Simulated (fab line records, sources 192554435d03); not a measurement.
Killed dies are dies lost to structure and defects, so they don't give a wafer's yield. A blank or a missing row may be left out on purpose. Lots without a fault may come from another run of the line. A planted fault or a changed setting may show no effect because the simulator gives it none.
fab line records | flow n5_finfet | part 1 of 2: steps 1 to 4 of 6
record lots=22 wafers=66 last_day=18
route steps=1938 shown PMOS_HMC_CHANNEL_EPI@73 FIN_SAQP@95
lots that met no fault: from a run of the same line without faults
start_h: hours from the record's first day to the start of the lot's first wafer shown | wait_h: hours since the lot's step before | " the same as in the row above | L1.1+2: a row that stands for several wafers | - no value, or no start given | * or withheld: withheld | < > ~ a bound
route shown NAME@n: a module of which the file shows steps, and the number in the route of the first | usual: mean/standard deviation of fault-free wafers | same: alike in all rows | chamber/n: place in a boat | sites: the reading at each site | _std_site: their standard deviation | _edge_site: outer sites' mean less inner sites' | radius_mm: how far each site lies from the wafer's centre | mask NAME#n: copy n | behind: the tool/chamber that last shaped the wafer | hold: why the lot was held/for how many hours/how that ended | device: the transistor (n, p or np) that didn't switch | end of line: the same wafers' tests at the end of the route | a step without rows: its recipe alone | killed: dies lost to structure and defects at the first sort, not the wafer's yield | map: a wafer's dies, x killed, . not, _ none there
set.NAME: the setting as run; set.NAME@STEP: as run at that earlier step | model.NAME: the simulator's own value behind a step, which no gauge read
steps of the route over a sample of lots; a table a step, a row a wafer
services: from which hour (start_h, from the record's first day; less than 0 if before it) a tool's chamber was out of use, for how many hours, and why
## steps
# step N5_PMOS_HMC_CHANNEL_EPI_ETCH_38
# recipe chemistry=CF4 target=SiO2 target_depth_a=15 ion_energy_ev=350 pressure_mtorr=10 icp_w=800 bias_w=400 cf4_flow_sccm=80
# usual drypump_motor_current_A=5.8/0.44 oes_product_au=0.993/0.013 throttle_valve_pct=21.66/0.28
# columns lot.wafer tool chamber start_h wait_h drypump_motor_current_A oes_product_au rf_hours_counter_h throttle_valve_pct
L074.1 rie_si-02 3 17.56 0.0 6.3 0.992 118 21.54
L074.2 " 0 " " 4.9 0.959 160 21.79
L074.3 " 2 " " 6.1 0.980 2 21.90
L075.1 rie_si-04 3 23.56 0.0 5.5 1.016 79 21.90
L075.5 " 1 " " 6.1 1.008 - 21.44
L075.6 " 0 " " 5.7 0.989 - 22.22
L076.1 rie_si-02 2 29.51 0.0 6.0 0.996 2 21.89
L076.3 " 3 " " 6.3 0.997 118 21.54
L076.4 " 0 " " 4.9 0.977 161 21.79
L077.1 rie_si-05 1 35.72 0.0 5.8 0.978 86 21.33
L077.5 " 0 " " 6.0 0.994 - 21.56
L077.6 " 1 " " 5.7 0.986 - 21.34
L078.3 rie_si-05 2 41.61 0.0 4.9 0.984 151 21.41
L078.4 " 3 " " 6.1 0.992 107 21.43
L078.6 " 3 " " 6.1 0.991 - 21.43
L079.2 rie_si-04 1 48.39 0.0 6.0 1.003 3 21.43
L079.3 " 3 " " 5.5 1.011 79 21.87
L079.4 " 2 " " 6.1 1.009 77 21.76
L080.1 rie_si-05 2 54.27 0.0 4.9 0.988 152 21.39
L080.3 " 1 " " 5.7 0.988 86 21.34
L080.5 " 2 " " 4.9 0.988 - 21.39
L081.1 rie_si-04 1 60.05 0.0 6.1 1.001 4 21.43
L081.4 " 0 " " 5.8 0.991 179 22.22
L081.6 " 3 " " 5.5 1.017 - 21.89
L082.1 rie_si-04 0 65.58 0.0 5.7 0.998 179 22.23
L082.4 " 2 " " 6.0 1.008 77 21.73
L082.5 " 1 " " 6.1 0.993 - 21.42
L083.2 rie_si-04 0 72.09 0.0 5.8 0.981 179 22.23
L083.5 " 2 " " 6.1 1.004 - 21.74
L083.6 " 3 " " 5.5 0.992 - 21.87
L084.1 rie_si-04 0 78.17 0.0 5.8 0.995 179 22.24
L084.4 " 3 " " 5.5 1.006 80 21.87
L084.5 " 0 " " 5.8 0.985 - 22.22
L086.1 rie_si-02 0 89.71 0.0 4.9 0.974 162 21.78
L086.4 " 3 " " 6.3 0.997 119 21.54
L086.5 " 2 " " 6.0 0.994 - 21.88
L087.3 rie_si-05 2 96.19 0.0 4.9 0.996 152 21.39
L087.4 " 3 " " 6.1 0.999 - 21.42
L087.6 " 1 " " 5.8 0.988 - 21.34
L088.1 rie_si-05 3 101.69 0.0 6.1 0.991 108 21.42
L088.2 " 1 " " 5.8 0.994 87 21.35
L088.6 " 2 " " 4.9 0.994 - 21.39
L089.1 rie_si-04 1 107.63 0.0 6.1 0.998 4 21.41
L089.2 " 0 " " 5.8 0.994 180 22.22
L089.4 " 3 " " 5.5 1.003 80 21.89
L090.1 rie_si-05 2 113.50 0.0 4.8 0.992 153 21.41
L090.2 " 3 " " 6.1 0.997 108 21.41
L090.3 " 0 " " 6.0 0.993 193 21.55
L091.1 rie_si-04 2 119.67 0.0 6.1 1.012 78 21.73
L091.4 " 0 " " 5.7 1.003 180 22.25
L091.6 " 3 " " 5.5 1.015 - 21.88
L092.1 rie_si-02 3 125.76 0.0 6.3 0.997 120 21.55
L092.2 " 1 " " 6.2 0.964 154 21.53
L092.3 " 0 " " 4.9 0.970 162 21.78
L093.3 rie_si-04 0 131.36 0.0 5.7 0.980 180 22.23
L093.4 " 1 " " 6.1 1.000 5 21.42
L093.6 " 0 " " 5.7 0.982 - 22.22
L094.1 rie_si-04 1 137.49 0.0 6.1 0.992 5 21.41
L094.4 " 2 " " 6.1 1.000 78 21.75
L094.6 " 0 " " 5.7 0.979 - 22.24
L095.2 rie_si-04 2 144.19 0.0 6.1 1.010 78 21.72
L095.3 " 0 " " 5.8 0.987 181 22.22
L095.6 " 1 " " 6.1 1.004 - 21.42
L096.1 rie_si-05 3 149.77 0.0 6.1 1.001 109 21.43
L096.2 " 1 " " 5.8 0.990 88 21.33
L096.5 " 2 " " 4.9 0.990 - 21.39
# step N5_FIN_SAQP_DENSIFY_62
# recipe temp_c=700 time_s=60 ambient=N2 idle_temp_c=600 ramp_up_c_per_s=150 ramp_down_c_per_s=60 cool_to_c=600
# usual lamp_power_pct=9.84/0.055 lamp_zone_4_pct=9.841/0.012 wafer_temp_C_max=703.2/0.68
# columns lot.wafer tool chamber start_h wait_h lamp_power_pct lamp_zone_4_pct wafer_temp_C_max
L074.1 rtp_anneal-01 0 20.19 0.1 9.88 9.826 702.5
L074.2 " 0 " " 9.88 9.847 704.0
L074.3 " 0 " " 9.75 9.847 702.8
L075.1 rtp_anneal-02 0 26.27 0.1 9.87 9.845 703.7
L075.5 " 0 " " 9.85 9.837 703.7
L075.6 " 0 " " 9.91 9.833 702.9
L076.1 rtp_anneal-02 0 32.40 0.1 9.97 9.850 702.8
L076.3 " 0 " " 9.79 9.836 704.0
L076.4 " 0 " " 9.89 9.828 702.7
L077.1 rtp_anneal-02 0 38.45 0.2 9.78 9.850 702.4
L077.5 " 0 " " 9.89 9.840 703.0
L077.6 " 0 " " 9.87 9.842 703.0
L078.3 rtp_anneal-01 0 44.57 0.4 9.78 9.826 703.4
L078.4 " 0 " " 9.92 9.839 702.9
L078.6 " 0 " " 9.90 9.857 703.2
L079.2 rtp_anneal-02 0 51.16 0.3 9.99 9.853 703.6
L079.3 " 0 " " 9.82 9.851 704.3
L079.4 " 0 " " 9.80 9.832 703.0
L080.1 rtp_anneal-02 0 57.59 0.2 9.87 9.834 703.5
L080.3 " 0 " " 9.94 9.830 703.5
L080.5 " 0 " " 9.81 9.835 703.9
L081.1 rtp_anneal-01 0 63.27 0.1 9.91 9.862 704.4
L081.4 " 0 " " 9.92 9.833 702.8
L081.6 " 0 " " 9.77 9.856 704.1
L082.1 rtp_anneal-01 0 68.27 0.1 9.81 9.845 703.0
L082.4 " 0 " " 9.81 9.834 702.7
L082.5 " 0 " " 9.86 9.840 703.2
L083.2 rtp_anneal-02 0 74.91 0.3 9.89 9.856 703.6
L083.5 " 0 " " 9.83 9.833 704.3
L083.6 " 0 " " 9.97 9.832 703.5
L084.1 rtp_anneal-01 0 80.85 0.2 9.89 9.845 702.8
L084.4 " 0 " " 9.80 9.850 703.1
L084.5 " 0 " " 9.70 9.856 705.0
L086.1 rtp_anneal-01 0 93.54 0.2 9.80 9.830 701.8
L086.4 " 0 " " 9.88 9.841 702.9
L086.5 " 0 " " 9.81 9.852 704.1
L087.3 rtp_anneal-01 0 98.90 0.2 9.85 9.830 702.6
L087.4 " 0 " " 9.74 9.831 703.2
L087.6 " 0 " " 9.81 9.852 703.7
L088.1 rtp_anneal-01 0 104.34 0.1 9.90 9.829 703.4
L088.2 " 0 " " 9.85 9.822 703.4
L088.6 " 0 " " 9.82 9.853 702.7
L089.1 rtp_anneal-02 0 110.68 0.1 9.82 9.823 702.9
L089.2 " 0 " " 9.78 9.814 704.1
L089.4 " 0 " " 9.86 9.835 703.4
L090.1 rtp_anneal-01 0 116.54 0.1 9.89 9.850 702.8
L090.2 " 0 " " 9.80 9.844 702.3
L090.3 " 0 " " 9.90 9.845 702.8
L091.1 rtp_anneal-01 0 123.80 0.1 9.85 9.828 702.3
L091.4 " 0 " " 9.89 9.849 702.6
L091.6 " 0 " " 9.86 9.857 705.8
L092.1 rtp_anneal-02 0 128.41 0.1 9.87 9.833 703.3
L092.2 " 0 " " 9.74 9.856 704.6
L092.3 " 0 " " 9.93 9.843 704.0
L093.3 rtp_anneal-01 0 134.04 0.2 9.84 9.852 703.1
L093.4 " 0 " " 9.82 9.822 703.3
L093.6 " 0 " " 9.89 9.832 703.5
L094.1 rtp_anneal-01 0 140.14 0.1 9.92 9.824 702.4
L094.4 " 0 " " 9.83 9.838 704.9
L094.6 " 0 " " 9.87 9.829 703.3
L095.2 rtp_anneal-02 0 146.84 0.1 9.93 9.839 702.8
L095.3 " 0 " " 9.79 9.838 703.3
L095.6 " 0 " " 9.84 9.854 704.6
L096.1 rtp_anneal-02 0 152.41 0.1 9.85 9.858 704.1
L096.2 " 0 " " 9.75 9.848 703.4
L096.5 " 0 " " 9.81 9.846 703.2
# step N5_FIN_SAQP_SPACER1_ETCHBACK_25
# recipe chemistry=CHF3/O2 mode=anisotropic_etchback target=SiO2 target_depth_a=244 time_s=12.2 pressure_mtorr=30 source_w=650 bias_w=170 Ar_flow_sccm=200 CHF3_flow_sccm=50 O2_flow_sccm=5 ion_energy_ev=200
# usual drypump_motor_current_A=5.8/0.37 oes_product_au=0.79/0.082 rf_vpp_V=525/5.7 showerhead_plenum_p_Torr=2.42/0.089 throttle_valve_pct=18.95/0.24
# columns lot.wafer tool chamber start_h wait_h drypump_motor_current_A oes_product_au rf_hours_counter_h rf_vpp_V showerhead_plenum_p_Torr throttle_valve_pct
L074.1 rie_diel-03 0 23.16 0.4 5.1 0.69 212 534 2.38 19.05
L074.2 " 2 " " 5.5 0.81 94 525 2.53 19.16
L074.3 " 3 " " 5.9 0.79 120 518 2.33 19.04
L075.1 rie_diel-01 0 29.04 0.4 6.1 0.89 48 527 2.34 18.43
L075.5 " 1 " " 5.9 0.71 - 525 2.39 18.86
L075.6 " 2 " " 6.2 0.74 - 525 2.41 18.75
L076.1 rie_diel-04 2 35.56 0.4 5.6 0.80 125 525 2.52 19.25
L076.3 " 0 " " 5.5 0.95 16 516 2.37 18.45
L076.4 " 2 " " 5.6 0.80 - 525 2.52 19.24
L077.1 rie_diel-03 1 41.35 0.4 6.3 0.71 217 520 2.38 18.83
L077.5 " 3 " " 5.9 0.80 - 518 2.33 19.04
L077.6 " 2 " " 5.5 0.81 - 525 2.53 19.18
L078.3 rie_diel-04 0 47.50 0.4 5.4 0.94 21 517 2.36 18.45
L078.4 " 1 " " 6.2 0.97 - 533 2.58 18.84
L078.6 " 2 " " 5.6 0.79 - 527 2.52 19.25
L079.2 rie_diel-03 0 54.01 0.4 5.1 0.70 222 532 2.38 19.08
L079.3 " 3 " " 5.9 0.79 129 516 2.33 19.05
L079.4 " 2 " " 5.4 0.81 102 526 2.52 19.19
L080.1 rie_diel-03 3 60.98 0.4 5.9 0.79 131 517 2.33 19.04
L080.3 " 0 " " 5.1 0.69 223 531 2.38 19.07
L080.5 " 3 " " 5.9 0.80 - 518 2.33 19.03
L081.1 rie_diel-03 0 66.40 0.4 5.1 0.69 224 535 2.37 19.07
L081.4 " 1 " " 6.4 0.69 - 518 2.38 18.83
L081.6 " 0 " " 5.0 0.69 - 532 2.38 19.08
L082.1 rie_diel-01 3 71.22 0.4 5.8 0.81 85 520 2.34 19.00
L082.4 " 1 " " 5.9 0.71 194 525 2.39 18.87
L082.5 " 1 " " 5.9 0.72 - 525 2.39 18.88
L083.2 rie_diel-03 0 77.85 0.4 5.1 0.68 229 532 2.37 19.07
L083.5 " 2 " " 5.5 0.80 - 524 2.52 19.19
L083.6 " 1 " " 6.3 0.69 - 520 2.38 18.83
L084.1 rie_diel-04 3 83.96 0.4 5.6 0.93 6 534 2.57 18.96
L084.4 " 0 " " 5.5 0.91 37 517 2.36 18.50
L084.5 " 2 " " 5.6 0.78 - 526 2.51 19.28
L086.1 rie_diel-03 2 97.70 0.4 5.5 0.79 116 526 2.52 19.20
L086.4 " 1 " " 6.3 0.69 237 519 2.38 18.83
L086.5 " 2 " " 5.5 0.80 - 526 2.52 19.19
L087.3 rie_diel-01 2 101.76 0.4 6.2 0.72 180 525 2.40 18.78
L087.4 " 1 " " 5.9 0.70 204 523 2.38 18.92
L087.6 " 1 " " 5.9 0.70 - 525 2.38 18.89
L088.1 rie_diel-04 3 107.25 0.4 5.6 0.91 13 534 2.57 18.98
L088.2 " 1 " " 6.2 0.89 25 534 2.57 18.87
L088.6 " 2 " " 5.6 0.77 - 525 2.51 19.28
L089.1 rie_diel-04 3 114.60 0.4 5.7 0.89 15 534 2.57 18.96
L089.2 " 0 " " 5.5 0.89 49 519 2.35 18.50
L089.4 " 1 " " 6.2 0.88 28 532 2.57 18.86
L090.1 rie_diel-01 3 120.01 0.4 5.7 0.80 100 521 2.33 19.02
L090.2 " 1 " " 5.9 0.69 210 524 2.38 18.91
L090.3 " 2 " " 6.2 0.72 185 526 2.40 18.78
L091.1 rie_diel-03 3 127.09 0.4 5.9 0.78 145 516 2.32 19.07
L091.4 " 0 " " 5.1 0.67 246 534 2.37 19.11
L091.6 " 0 " " 5.1 0.67 - 532 2.37 19.12
L092.1 rie_diel-04 0 131.35 0.4 5.5 0.88 54 518 2.35 18.52
L092.2 " 3 " " 5.7 0.88 21 533 2.57 19.01
L092.3 " 1 " " 6.2 0.87 33 534 2.57 18.88
L093.3 rie_diel-01 2 136.85 0.4 6.2 0.72 190 523 2.40 18.82
L093.4 " 3 " " 5.7 0.80 105 521 2.33 19.04
L093.6 " 1 " " 6.0 0.70 - 524 2.38 18.90
L094.1 rie_diel-03 2 143.19 0.4 5.5 0.79 132 526 2.51 19.24
L094.4 " 0 " " 5.1 0.67 - 533 2.36 19.12
L094.6 " 2 " " 5.5 0.78 - 525 2.51 19.22
L095.2 rie_diel-04 0 149.96 0.4 5.5 0.87 61 517 2.35 18.52
L095.3 " 1 " " 6.2 0.86 38 534 2.56 18.89
L095.6 " 3 " " 5.7 0.86 - 533 2.57 18.97
L096.1 rie_diel-01 3 155.83 0.4 5.8 0.79 111 521 2.33 19.03
L096.2 " 0 " " 6.1 0.84 89 527 2.33 18.50
L096.5 " 2 " " 6.2 0.72 - 524 2.40 18.82
# step N5_FIN_SAQP_ETCH_57
# recipe chemistry=CH3F/O2 target=SiNx mask_material=SiO2 target_depth_a=325 time_s=46.4 pressure_mtorr=30 source_w=395 bias_w=73 Ar_flow_sccm=150 CH3F_flow_sccm=30 O2_flow_sccm=20 ion_energy_ev=120 ends=cleared
# usual drypump_motor_current_A=5.8/0.39 etch_rf_on_time_s=46.1/0.8 oes_product_au=0.66/0.065 rf_vpp_V=298/3.1 showerhead_plenum_p_Torr=2.00/0.069 throttle_valve_pct=16.37/0.23
# columns lot.wafer tool chamber start_h wait_h drypump_motor_current_A etch_rf_on_time_s oes_product_au rf_hours_counter_h rf_vpp_V showerhead_plenum_p_Torr throttle_valve_pct
L074.1 rie_diel-03 0 23.41 0.0 5.1 46.1 0.59 212 302 1.97 16.53
L074.2 " 1 " " 6.3 45.7 0.60 213 295 1.98 16.27
L074.3 " 2 " " 5.5 45.3 0.69 94 299 2.10 16.57
L075.1 rie_diel-03 2 29.28 0.0 5.5 44.9 0.70 95 298 2.10 16.57
L075.5 " 0 " " 5.1 46.5 0.60 - 302 1.97 16.53
L075.6 " 1 " " 6.3 46.1 0.60 - 294 1.98 16.27
L076.1 rie_diel-01 3 35.81 0.0 5.7 46.0 0.70 76 296 1.94 16.42
L076.3 " 2 " " 6.2 47.3 0.63 155 299 2.00 16.21
L076.4 " 1 " " 6.0 47.4 0.61 180 298 1.99 16.34
L077.1 rie_diel-03 0 41.61 0.1 5.1 47.1 0.59 216 301 1.97 16.55
L077.5 " 1 " " 6.4 46.0 0.60 - 295 1.98 16.27
L077.6 " 0 " " 5.1 47.4 0.60 - 303 1.97 16.53
L078.3 rie_diel-01 0 47.83 0.1 6.0 45.4 0.74 53 298 1.94 15.88
L078.4 " 2 " " 6.2 47.2 0.63 159 298 2.00 16.21
L078.6 " 0 " " 6.1 46.7 0.75 - 298 1.94 15.89
L079.2 rie_diel-03 1 54.25 0.0 6.4 45.5 0.59 222 295 1.98 16.29
L079.3 " 2 " " 5.5 45.4 0.68 102 297 2.10 16.57
L079.4 " 0 " " 5.1 47.2 0.59 222 301 1.97 16.53
L080.1 rie_diel-04 2 61.22 0.0 5.6 46.4 0.66 136 298 2.09 16.67
L080.3 " 1 " " 6.2 45.2 0.80 7 301 2.14 16.21
L080.5 " 2 " " 5.6 46.8 0.67 - 298 2.09 16.69
L081.1 rie_diel-01 1 66.64 0.0 6.0 45.3 0.61 191 298 1.98 16.36
L081.4 " 2 " " 6.2 46.5 0.62 - 300 2.00 16.23
L081.6 " 1 " " 6.0 46.3 0.61 - 297 1.98 16.35
L082.1 rie_diel-01 1 71.47 0.0 5.9 45.2 0.61 194 297 1.98 16.37
L082.4 " 0 " " 6.0 46.0 0.74 62 299 1.94 15.89
L082.5 " 1 " " 5.9 46.0 0.60 - 298 1.98 16.37
L083.2 rie_diel-04 3 78.17 0.1 5.7 45.9 0.79 3 302 2.14 16.33
L083.5 " 2 " " 5.6 46.5 0.66 - 299 2.08 16.67
L083.6 " 3 " " 5.7 46.3 0.79 - 303 2.14 16.35
L084.1 rie_diel-03 2 84.21 0.0 5.4 45.5 0.68 113 297 2.09 16.61
L084.4 " 1 " " 6.3 46.6 0.59 - 294 1.97 16.31
L084.5 " 2 " " 5.5 46.6 0.68 - 299 2.09 16.61
L086.1 rie_diel-01 1 98.09 0.2 6.0 46.0 0.61 203 298 1.98 16.38
L086.4 " 0 " " 6.1 46.7 0.73 71 299 1.93 15.93
L086.5 " 3 " " 5.7 45.8 0.69 - 296 1.93 16.44
L087.3 rie_diel-04 0 102.01 0.0 5.5 44.7 0.76 44 294 1.95 15.95
L087.4 " 2 " " 5.6 46.9 0.66 - 297 2.08 16.70
L087.6 " 0 " " 5.5 45.3 0.77 - 294 1.95 15.93
L088.1 rie_diel-03 1 107.50 0.0 6.3 45.3 0.58 240 295 1.97 16.35
L088.2 " 3 " " 5.9 44.6 0.67 138 294 1.93 16.49
L088.6 " 1 " " 6.3 45.5 0.59 - 294 1.97 16.33
L089.1 rie_diel-03 1 114.84 0.0 6.4 46.0 0.58 243 293 1.97 16.33
L089.2 " 2 " " 5.5 46.4 0.67 121 297 2.09 16.61
L089.4 " 0 " " 5.1 46.9 0.57 242 301 1.96 16.57
L090.1 rie_diel-03 0 120.26 0.0 5.1 45.5 0.58 244 301 1.96 16.57
L090.2 " 2 " " 5.5 44.9 0.68 123 297 2.09 16.63
L090.3 " 3 " " 6.0 45.1 0.67 143 294 1.92 16.49
L091.1 rie_diel-03 2 127.33 0.0 5.5 45.5 0.66 126 298 2.09 16.62
L091.4 " 0 " " 5.1 47.7 0.57 246 300 1.96 16.57
L091.6 " 1 " " 6.4 47.0 0.58 - 294 1.97 16.34
L092.1 rie_diel-01 2 131.60 0.0 6.2 48.0 0.60 189 298 1.99 16.26
L092.2 " 1 " " 5.9 45.6 0.58 214 296 1.97 16.39
L092.3 " 3 " " 5.7 44.8 0.67 104 295 1.93 16.45
L093.3 rie_diel-01 1 137.10 0.0 5.9 45.3 0.60 215 298 1.97 16.41
L093.4 " 0 " " 6.0 46.4 0.72 83 299 1.93 15.94
L093.6 " 1 " " 5.9 45.7 0.59 - 298 1.97 16.40
L094.1 rie_diel-03 3 143.57 0.2 5.9 46.1 0.66 151 294 1.92 16.52
L094.4 " 2 " " 5.5 46.8 0.67 - 299 2.09 16.63
L094.6 " 0 " " 5.1 47.4 0.58 - 302 1.96 16.60
L095.2 rie_diel-04 2 150.21 0.0 5.6 46.6 0.66 167 298 2.08 16.73
L095.3 " 1 " " 6.2 46.1 0.73 38 303 2.13 16.27
L095.6 " 3 " " 5.6 47.0 0.74 - 302 2.13 16.38
L096.1 rie_diel-03 2 156.19 0.2 5.5 45.8 0.66 137 298 2.09 16.64
L096.2 " 3 " " 5.9 45.0 0.66 156 294 1.92 16.52
L096.5 " 0 " " 5.1 47.7 0.57 - 303 1.96 16.60
